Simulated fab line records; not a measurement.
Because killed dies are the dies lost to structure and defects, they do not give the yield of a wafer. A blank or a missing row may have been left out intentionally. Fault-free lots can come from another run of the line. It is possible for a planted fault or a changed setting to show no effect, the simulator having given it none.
Chamber matching	flow nand harc	rie diel-05 running NHARC_P_GATE_DESCUM_48: 4 sister chambers
The step chemistry O2, time 3 s. 18 wafers are shown with their chamber, then 9 later ones without.

WAFERS PAIRED WITH THEIR CHAMBERS
wafer	chamber	drypump motor current A (A)	oes product au (a.u.)	rf vpp V (V)
L075.1	3	6.1	1.006	56.4
L075.4	1	5.4	0.998	58.3
L075.6	2	5.5	0.983	57.5
L075.2	2	5.5	0.974	58.4
L075.3	0	5.8	1.002	58.9
L075.5	1	5.3	0.988	57.7
L077.2	1	5.3	1.006	59.2
L077.4	3	6.2	1.011	57.0
L077.6	3	6.1	1.015	57.8
L079.2	1	5.3	0.986	58.1
L079.5	2	5.5	0.987	58.6
L079.6	3	6.2	1.007	57.8
L080.1	1	5.3	0.986	58.7
L080.2	3	6.2	1.004	57.6
L080.4	0	5.8	1.014	57.4
L085.3	1	5.3	0.997	58.9
L085.4	2	5.5	0.987	57.4
L085.5	0	5.8	1.019	59.1

SIGNATURES (averages over the wafers above)
reading	chamber 0	chamber 1	chamber 2	chamber 3	scatter within a chamber
drypump motor current A	5.800	5.317	5.500	6.160	0.0381
oes product au	1.01167	0.99350	0.98275	1.00860	0.00694
rf vpp V	58.467	58.483	57.975	57.320	0.648
Rule: a wafer's distance from a chamber is the root of the sum, over the readings, of the square of ((its reading less the chamber's mean) divided by the reading's scatter). If the next closest chamber is less than 2 further off than the closest, the wafer can't be placed; otherwise it belongs to the closest. The scatter is the square root of a quotient: the sum, over the shown wafers, of each reading's squared deviation from its chamber's mean, divided by wafers minus chambers.

WAFERS WHOSE CHAMBER IS MISSING
wafer	drypump motor current A (A)	oes product au (a.u.)	rf vpp V (V)
L087.1	5.3	1.009	58.4
L087.4	6.1	1.000	58.4
L087.6	6.2	0.997	57.0
L095.3	5.4	1.008	58.6
L095.4	6.2	0.998	57.7
L095.6	6.2	0.998	57.0
L096.1	5.3	1.005	57.5
L096.3	5.5	1.002	59.1
L096.6	5.3	0.998	57.3

THE CHAMBER EACH PASSED THROUGH
wafer	from the rows above	in truth
L087.1	1	1
L087.4	3	3
L087.6	3	3
L095.3	can't be placed: 1 or 2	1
L095.4	3	3
L095.6	3	3
L096.1	1	1
L096.3	can't be placed: 2 or 1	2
L096.6	1	1
7 of 9 placed correctly. Can't be placed from these rows: 2 (the true chamber is among the candidates in 2). 0 placed wrongly.
